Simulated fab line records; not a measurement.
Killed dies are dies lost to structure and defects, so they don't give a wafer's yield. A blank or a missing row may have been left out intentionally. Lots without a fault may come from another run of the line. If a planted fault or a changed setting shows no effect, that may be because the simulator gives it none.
Chamber matching ; flow nandHarc ; NHARC_P_M1_CMP_23 on cmp-02 has 4 sister chambers
The step polishes, t overpolish 20 s, target thk 157.82 nm. 8 wafers are shown with their chamber, then 9 later ones without.

== WAFERS PAIRED WITH THEIR CHAMBERS ==
wafer;chamber;motorCurrentA (A);timeToEndpointS (s)
L084.6;0;12.9;20
L087.2;0;13.1;28
L089.4;1;11.9;30
L089.5;2;13.0;35
L090.2;2;12.5;28
L091.1;1;11.0;28
L091.4;3;10.5;31
L091.6;3;10.8;28

== WAFERS MISSING THEIR CHAMBER ==
wafer;motorCurrentA (A);timeToEndpointS (s)
L092.3;10.7;30
L092.4;12.4;33
L092.5;11.2;31
L096.1;12.4;35
L096.4;11.1;30
L096.5;13.4;30
L097.1;12.8;31
L097.3;10.5;27
L097.5;11.7;27

== WHICH CHAMBER EACH ONE RAN IN ==
wafer;from the rows above;in truth
L092.3;can't be placed: 3 or 1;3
L092.4;can't be placed: 2 or 1 or 0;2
L092.5;can't be placed: 1 or 3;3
L096.1;can't be placed: 2 or 1 or 0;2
L096.4;can't be placed: 1 or 3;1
L096.5;can't be placed: 2 or 0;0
L097.1;can't be placed: 2 or 0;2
L097.3;can't be placed: 3 or 1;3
L097.5;can't be placed: 1 or 3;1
Placed correctly: 0 of 9. These rows do not allow placing 9 (true chamber among the candidates in 9). 0 placed wrongly.
How it was worked out, from the rows above alone: a wafer's distance from a chamber is the root of the sum, over the readings, of the square of ((its reading less the chamber's mean) divided by the reading's scatter). The wafer belongs to the nearest chamber; if the next one is less than 2 further off, it can't be placed. For every chamber, the mean is computed from those of its wafers that are shown. The scatter is the square root of a quotient: the sum, over the shown wafers, of each reading's squared deviation from its chamber's mean, divided by wafers minus chambers.
